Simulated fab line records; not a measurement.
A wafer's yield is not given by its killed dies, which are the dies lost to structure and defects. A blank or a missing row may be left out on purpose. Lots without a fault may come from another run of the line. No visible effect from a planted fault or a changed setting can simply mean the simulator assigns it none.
Which tool is to blame?	flow nand harc	Sampling: 6 lots, 18 wafers, 4 of 1159 route steps

== WHAT THE GAUGES SHOWED, per wafer ==
NHARC_P_GATE_CD_MEAS_91: the cd target is 2000 nm.
lot	measured	on	cd nm (nm)
L502	day 6 02:13	cd sem-01	2000.6 1997.9 2000.7
L500	day 6 07:55	cd sem-02	2002.1 2003.5 2000.8
L507	day 7 03:14	cd sem-02	2001.5 1999.6 2001.7
L516	day 9 15:17	cd sem-02	2002.2 2001.8 2000.7
L519	day 10 09:01	cd sem-03	2002.0 1999.8 2000.7
L521	day 11 00:49	cd sem-01	1999.6 1997.7 1995.3

== EACH LOT AND THE TOOL THAT RAN IT (in order: tool; ch and the chambers of the sampled wafers; start) ==
lot	NHARC_P_GATE_DESCUM_48	NHARC_P_GATE_STRIP_76	NHARC_P_GATE_EXPOSE_88
L502	rie diel-08 ch 0,2,3, day 5 22:55	plasma asher-02 ch 0,1, day 6 01:19	krf scanner-04 ch 0, day 6 02:04
L500	rie diel-04 ch 1,2,3, day 6 04:50	plasma asher-02 ch 1, day 6 07:08	krf scanner-01 ch 0, day 6 07:46
L507	rie diel-08 ch 1,3, day 6 23:54	plasma asher-02 ch 0,1, day 7 02:18	krf scanner-01 ch 0, day 7 03:05
L516	rie diel-08 ch 1,2,3, day 9 11:39	plasma asher-02 ch 1, day 9 14:23	krf scanner-01 ch 0, day 9 15:08
L519	rie diel-08 ch 0,1,2, day 10 05:47	plasma asher-01 ch 0,1, day 10 08:07	krf scanner-03 ch 0, day 10 08:52
L521	rie diel-07 ch 0,2, day 10 21:31	plasma asher-02 ch 0,1, day 10 23:55	krf scanner-01 ch 0, day 11 00:40
- NHARC_P_GATE_DESCUM_48: chemistry O2, time 3 s.
- NHARC_P_GATE_STRIP_76: strips in O2.
- NHARC_P_GATE_EXPOSE_88: exposes mask P HVN, target cd 2000 nm.

== THE ANSWER, worked out from the rows above alone ==
Rule: what is usual is taken from the lots themselves. Put in order of their means at a reading, lots are off if they are a third of the lots or fewer, leave a main group of 4 or more, and stand apart from it by a gap of 3 or more times the standard deviation of the main group's means; of several such gaps the widest counts. The tables above print the reading to a certain number of digits; a main group whose means all agree to those digits is not used. Also off: a lot with no number at a reading for which 4 or more lots have one. Where the step has rows for the other lots, those lots are counted as sound.
Nothing can be told from this: no lot is off at any reading shown.

== WHAT HAD BEEN PUT IN BY THE SIMULATOR ==
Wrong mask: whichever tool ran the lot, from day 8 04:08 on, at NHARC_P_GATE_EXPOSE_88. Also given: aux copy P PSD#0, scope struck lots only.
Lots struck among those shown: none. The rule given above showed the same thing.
